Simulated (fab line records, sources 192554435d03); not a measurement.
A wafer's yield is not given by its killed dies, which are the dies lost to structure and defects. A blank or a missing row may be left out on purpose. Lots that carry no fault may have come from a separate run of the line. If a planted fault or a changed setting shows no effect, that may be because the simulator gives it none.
Matching of chambers / flow n5 finfet / N5_PASSIVATION_PASS_ETCH_47 on rie diel-03 has 4 sister chambers
The step etches SiNx in CF4/O2, target depth 770 nm, time 385 s. 14 wafers are shown with their chamber, then 7 later ones without.

WAFERS WITH THEIR CHAMBER
wafer=L912.1; chamber=1; drypump motor current A (A)=6.03; showerhead plenum p Torr (Torr)=2.33; rf vpp V (V)=246.9
wafer=L912.4; chamber=0; drypump motor current A (A)=5.26; showerhead plenum p Torr (Torr)=2.33; rf vpp V (V)=241.3
wafer=L912.5; chamber=2; drypump motor current A (A)=5.49; showerhead plenum p Torr (Torr)=2.26; rf vpp V (V)=243.6
wafer=L918.2; chamber=2; drypump motor current A (A)=5.50; showerhead plenum p Torr (Torr)=2.26; rf vpp V (V)=242.9
wafer=L918.3; chamber=3; drypump motor current A (A)=5.77; showerhead plenum p Torr (Torr)=2.35; rf vpp V (V)=243.1
wafer=L918.4; chamber=1; drypump motor current A (A)=6.03; showerhead plenum p Torr (Torr)=2.33; rf vpp V (V)=244.7
wafer=L919.4; chamber=3; drypump motor current A (A)=5.76; showerhead plenum p Torr (Torr)=2.34; rf vpp V (V)=241.5
wafer=L919.5; chamber=0; drypump motor current A (A)=5.27; showerhead plenum p Torr (Torr)=2.32; rf vpp V (V)=242.2
wafer=L919.6; chamber=3; drypump motor current A (A)=5.79; showerhead plenum p Torr (Torr)=2.34; rf vpp V (V)=243.7
wafer=L924.2; chamber=3; drypump motor current A (A)=5.74; showerhead plenum p Torr (Torr)=2.34; rf vpp V (V)=243.8
wafer=L924.4; chamber=0; drypump motor current A (A)=5.28; showerhead plenum p Torr (Torr)=2.32; rf vpp V (V)=240.9
wafer=L924.5; chamber=3; drypump motor current A (A)=5.76; showerhead plenum p Torr (Torr)=2.34; rf vpp V (V)=244.0
wafer=L932.1; chamber=3; drypump motor current A (A)=5.75; showerhead plenum p Torr (Torr)=2.33; rf vpp V (V)=243.6
wafer=L932.2; chamber=1; drypump motor current A (A)=6.04; showerhead plenum p Torr (Torr)=2.31; rf vpp V (V)=245.8

SIGNATURES, as means of the wafers listed above
reading=drypump motor current A; chamber 0=5.2700; chamber 1=6.0333; chamber 2=5.4950; chamber 3=5.7617; scatter within a chamber=0.0134
reading=showerhead plenum p Torr; chamber 0=2.3233; chamber 1=2.3233; chamber 2=2.2600; chamber 3=2.3400; scatter within a chamber=0.0073
reading=rf vpp V; chamber 0=241.467; chamber 1=245.800; chamber 2=243.250; chamber 3=243.283; scatter within a chamber=0.884
Rule: distance of a wafer from a chamber = root of the sum over the readings of ((wafer's reading minus chamber's mean) / reading's scatter) squared. The wafer belongs to the nearest chamber; if the next one is less than 2 further off, it can't be placed. The scatter: take each reading less its chamber's mean, square it, sum over the shown wafers, divide by the number of wafers less the number of chambers, and take the root.

WAFERS WITH NO CHAMBER GIVEN
wafer=L932.5; drypump motor current A (A)=6.06; showerhead plenum p Torr (Torr)=2.31; rf vpp V (V)=246.0
wafer=L935.1; drypump motor current A (A)=5.75; showerhead plenum p Torr (Torr)=2.33; rf vpp V (V)=243.1
wafer=L935.3; drypump motor current A (A)=5.52; showerhead plenum p Torr (Torr)=2.25; rf vpp V (V)=243.6
wafer=L935.4; drypump motor current A (A)=6.03; showerhead plenum p Torr (Torr)=2.31; rf vpp V (V)=246.2
wafer=L934.4; drypump motor current A (A)=5.46; showerhead plenum p Torr (Torr)=2.25; rf vpp V (V)=243.3
wafer=L934.5; drypump motor current A (A)=5.29; showerhead plenum p Torr (Torr)=2.31; rf vpp V (V)=241.0
wafer=L934.6; drypump motor current A (A)=5.76; showerhead plenum p Torr (Torr)=2.33; rf vpp V (V)=243.2

EACH ONE'S CHAMBER
wafer=L932.5; from the rows above=1; in truth=1
wafer=L935.1; from the rows above=3; in truth=3
wafer=L935.3; from the rows above=2; in truth=2
wafer=L935.4; from the rows above=1; in truth=1
wafer=L934.4; from the rows above=2; in truth=2
wafer=L934.5; from the rows above=0; in truth=0
wafer=L934.6; from the rows above=3; in truth=3
Correctly placed: 7 of 7. Can't be placed from these rows: 0. Placed wrongly: 0.
